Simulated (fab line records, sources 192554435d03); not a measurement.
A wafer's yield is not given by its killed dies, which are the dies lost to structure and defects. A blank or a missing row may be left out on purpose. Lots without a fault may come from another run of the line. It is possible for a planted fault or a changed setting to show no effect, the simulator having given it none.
Matching of chambers :: flow n5Finfet :: N5_SD_EPI_N_ETCH_35 on rieDiel-01: 4 sister chambers
The step etches SOC in N2/H2, overetch 108 nm, time 486 s. 20 wafers are shown with their chamber, then 10 later ones without.

== WAFERS PAIRED WITH THEIR CHAMBERS ==
wafer: L074.2
chamber: 1
showerheadPlenumPTorr (Torr): 2.71
drypumpMotorCurrentA (A): 5.8
oesProductAu (a.u.): 0.76

wafer: L074.3
chamber: 3
showerheadPlenumPTorr (Torr): 2.43
drypumpMotorCurrentA (A): 5.1
oesProductAu (a.u.): 0.73

wafer: L074.5
chamber: 1
showerheadPlenumPTorr (Torr): 2.71
drypumpMotorCurrentA (A): 5.9
oesProductAu (a.u.): 0.76

wafer: L077.1
chamber: 3
showerheadPlenumPTorr (Torr): 2.43
drypumpMotorCurrentA (A): 5.0
oesProductAu (a.u.): 0.72

wafer: L077.4
chamber: 2
showerheadPlenumPTorr (Torr): 2.56
drypumpMotorCurrentA (A): 5.2
oesProductAu (a.u.): 0.66

wafer: L077.5
chamber: 1
showerheadPlenumPTorr (Torr): 2.71
drypumpMotorCurrentA (A): 5.8
oesProductAu (a.u.): 0.75

wafer: L079.1
chamber: 3
showerheadPlenumPTorr (Torr): 2.43
drypumpMotorCurrentA (A): 5.1
oesProductAu (a.u.): 0.72

wafer: L079.4
chamber: 0
showerheadPlenumPTorr (Torr): 2.60
drypumpMotorCurrentA (A): 6.2
oesProductAu (a.u.): 0.63

wafer: L079.6
chamber: 0
showerheadPlenumPTorr (Torr): 2.60
drypumpMotorCurrentA (A): 6.2
oesProductAu (a.u.): 0.63

wafer: L081.2
chamber: 1
showerheadPlenumPTorr (Torr): 2.70
drypumpMotorCurrentA (A): 5.8
oesProductAu (a.u.): 0.75

wafer: L081.3
chamber: 2
showerheadPlenumPTorr (Torr): 2.55
drypumpMotorCurrentA (A): 5.1
oesProductAu (a.u.): 0.65

wafer: L081.4
chamber: 0
showerheadPlenumPTorr (Torr): 2.60
drypumpMotorCurrentA (A): 6.2
oesProductAu (a.u.): 0.64

wafer: L084.1
chamber: 0
showerheadPlenumPTorr (Torr): 2.60
drypumpMotorCurrentA (A): 6.2
oesProductAu (a.u.): 0.62

wafer: L084.4
chamber: 2
showerheadPlenumPTorr (Torr): 2.55
drypumpMotorCurrentA (A): 5.1
oesProductAu (a.u.): 0.65

wafer: L084.6
chamber: 3
showerheadPlenumPTorr (Torr): 2.42
drypumpMotorCurrentA (A): 5.0
oesProductAu (a.u.): 0.71

wafer: L088.1
chamber: 2
showerheadPlenumPTorr (Torr): 2.55
drypumpMotorCurrentA (A): 5.1
oesProductAu (a.u.): 0.64

wafer: L088.2
chamber: 0
showerheadPlenumPTorr (Torr): 2.59
drypumpMotorCurrentA (A): 6.3
oesProductAu (a.u.): 0.62

wafer: L088.6
chamber: 0
showerheadPlenumPTorr (Torr): 2.59
drypumpMotorCurrentA (A): 6.2
oesProductAu (a.u.): 0.63

wafer: L089.1
chamber: 2
showerheadPlenumPTorr (Torr): 2.55
drypumpMotorCurrentA (A): 5.1
oesProductAu (a.u.): 0.64

wafer: L089.2
chamber: 0
showerheadPlenumPTorr (Torr): 2.59
drypumpMotorCurrentA (A): 6.2
oesProductAu (a.u.): 0.62

SIGNATURES, as means of the wafers listed above
reading: showerheadPlenumPTorr
chamber 0: 2.5957
chamber 1: 2.7075
chamber 2: 2.5520
chamber 3: 2.4275
scatter within a chamber: 0.00501

reading: drypumpMotorCurrentA
chamber 0: 6.214
chamber 1: 5.825
chamber 2: 5.120
chamber 3: 5.050
scatter within a chamber: 0.0461

reading: oesProductAu
chamber 0: 0.6271
chamber 1: 0.7550
chamber 2: 0.6480
chamber 3: 0.7200
scatter within a chamber: 0.00759
Rule: a wafer's distance from a chamber is the root of the sum, over the readings, of the square of ((its reading less the chamber's mean) divided by the reading's scatter). The wafer belongs to the nearest chamber; if the next one is less than 2 further off, it can't be placed. How the scatter is found: for the shown wafers, subtract from each reading the mean of its chamber, square and add these, divide the total by (wafers less chambers), then take the root.

== WAFERS WHOSE CHAMBER IS MISSING ==
wafer: L089.6
showerheadPlenumPTorr (Torr): 2.59
drypumpMotorCurrentA (A): 6.2
oesProductAu (a.u.): 0.62

wafer: L091.1
showerheadPlenumPTorr (Torr): 2.59
drypumpMotorCurrentA (A): 6.2
oesProductAu (a.u.): 0.62

wafer: L091.4
showerheadPlenumPTorr (Torr): 2.42
drypumpMotorCurrentA (A): 5.1
oesProductAu (a.u.): 0.71

wafer: L091.5
showerheadPlenumPTorr (Torr): 2.55
drypumpMotorCurrentA (A): 5.2
oesProductAu (a.u.): 0.64

wafer: L092.1
showerheadPlenumPTorr (Torr): 2.69
drypumpMotorCurrentA (A): 5.8
oesProductAu (a.u.): 0.73

wafer: L092.3
showerheadPlenumPTorr (Torr): 2.42
drypumpMotorCurrentA (A): 5.1
oesProductAu (a.u.): 0.70

wafer: L092.5
showerheadPlenumPTorr (Torr): 2.59
drypumpMotorCurrentA (A): 6.2
oesProductAu (a.u.): 0.61

wafer: L093.3
showerheadPlenumPTorr (Torr): 2.54
drypumpMotorCurrentA (A): 5.2
oesProductAu (a.u.): 0.64

wafer: L093.4
showerheadPlenumPTorr (Torr): 2.69
drypumpMotorCurrentA (A): 5.9
oesProductAu (a.u.): 0.72

wafer: L093.6
showerheadPlenumPTorr (Torr): 2.69
drypumpMotorCurrentA (A): 5.8
oesProductAu (a.u.): 0.72

== WHICH CHAMBER EACH WENT THROUGH ==
wafer: L089.6
from the rows above: 0
in truth: 0

wafer: L091.1
from the rows above: 0
in truth: 0

wafer: L091.4
from the rows above: 3
in truth: 3

wafer: L091.5
from the rows above: 2
in truth: 2

wafer: L092.1
from the rows above: 1
in truth: 1

wafer: L092.3
from the rows above: 3
in truth: 3

wafer: L092.5
from the rows above: 0
in truth: 0

wafer: L093.3
from the rows above: 2
in truth: 2

wafer: L093.4
from the rows above: 1
in truth: 1

wafer: L093.6
from the rows above: 1
in truth: 1
Placed correctly: 10 of 10. Can't be placed from these rows: 0. Number placed wrongly: 0.
